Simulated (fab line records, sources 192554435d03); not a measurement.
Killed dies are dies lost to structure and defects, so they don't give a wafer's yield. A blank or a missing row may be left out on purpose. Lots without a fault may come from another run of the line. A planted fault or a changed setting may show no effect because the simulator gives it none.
Chamber matching | flow n5_finfet | N5_ZERO_LAYER_ETCH_18 on rie_si-05: 4 sister chambers
The step etches Si in HBr/Cl2, target depth 120 nm, time 40 s. 16 wafers are shown with their chamber, then 8 later ones without.

WAFERS WITH THEIR CHAMBER
wafer  | chamber | throttle_valve_pct (%) | drypump_motor_current_A (A) | oes_product_au (a.u.)
L074.2 | 3       | 36.31                  | 6.5                         | 1.019
L074.3 | 2       | 35.88                  | 6.5                         | 1.003
L074.6 | 1       | 36.10                  | 5.7                         | 1.021
L079.3 | 3       | 36.29                  | 6.5                         | 1.011
L079.4 | 0       | 36.98                  | 6.7                         | 1.009
L079.6 | 3       | 36.29                  | 6.5                         | 1.013
L081.2 | 0       | 36.97                  | 6.6                         | 0.995
L081.4 | 2       | 35.90                  | 6.5                         | 1.007
L081.5 | 3       | 36.28                  | 6.5                         | 1.011
L083.3 | 2       | 35.89                  | 6.5                         | 1.014
L083.5 | 3       | 36.28                  | 6.6                         | 1.002
L083.6 | 2       | 35.88                  | 6.5                         | 1.010
L084.2 | 3       | 36.29                  | 6.5                         | 1.008
L084.4 | 1       | 36.10                  | 5.7                         | 1.017
L084.6 | 1       | 36.12                  | 5.8                         | 1.031
L085.3 | 0       | 36.98                  | 6.6                         | 0.998

SIGNATURES (means of the wafers above)
reading                 | chamber 0 | chamber 1 | chamber 2 | chamber 3 | scatter within a chamber
throttle_valve_pct      | 36.9767   | 36.1067   | 35.8875   | 36.2900   | 0.01
drypump_motor_current_A | 6.633     | 5.733     | 6.500     | 6.517     | 0.0425
oes_product_au          | 1.00067   | 1.02300   | 1.00850   | 1.01067   | 0.00602
Rule: a wafer's distance from a chamber is the root of the sum, over the readings, of the square of ((its reading less the chamber's mean) divided by the reading's scatter). The wafer belongs to the nearest chamber; if the next one is less than 2 further off, it can't be placed. The scatter: the root of (the sum of the squares of (reading less its chamber's mean) over the shown wafers, divided by (wafers less chambers)).

WAFERS WITHOUT THEIR CHAMBER
wafer  | throttle_valve_pct (%) | drypump_motor_current_A (A) | oes_product_au (a.u.)
L085.4 | 35.88                  | 6.5                         | 1.013
L085.5 | 36.28                  | 6.5                         | 1.010
L091.2 | 36.28                  | 6.5                         | 1.007
L091.4 | 35.86                  | 6.5                         | 1.018
L091.6 | 35.90                  | 6.5                         | 1.012
L096.1 | 36.59                  | 6.5                         | 1.006
L096.3 | 35.88                  | 6.5                         | 1.017
L096.5 | 35.89                  | 6.5                         | 1.018

WHICH CHAMBER EACH WENT THROUGH
wafer  | from the rows above | in truth
L085.4 | 2                   | 2
L085.5 | 3                   | 3
L091.2 | 3                   | 3
L091.4 | 2                   | 2
L091.6 | 2                   | 2
L096.1 | 3                   | 3
L096.3 | 2                   | 2
L096.5 | 2                   | 2
Placed correctly: 8 of 8. Can't be placed from these rows: 0. Placed wrongly: 0.
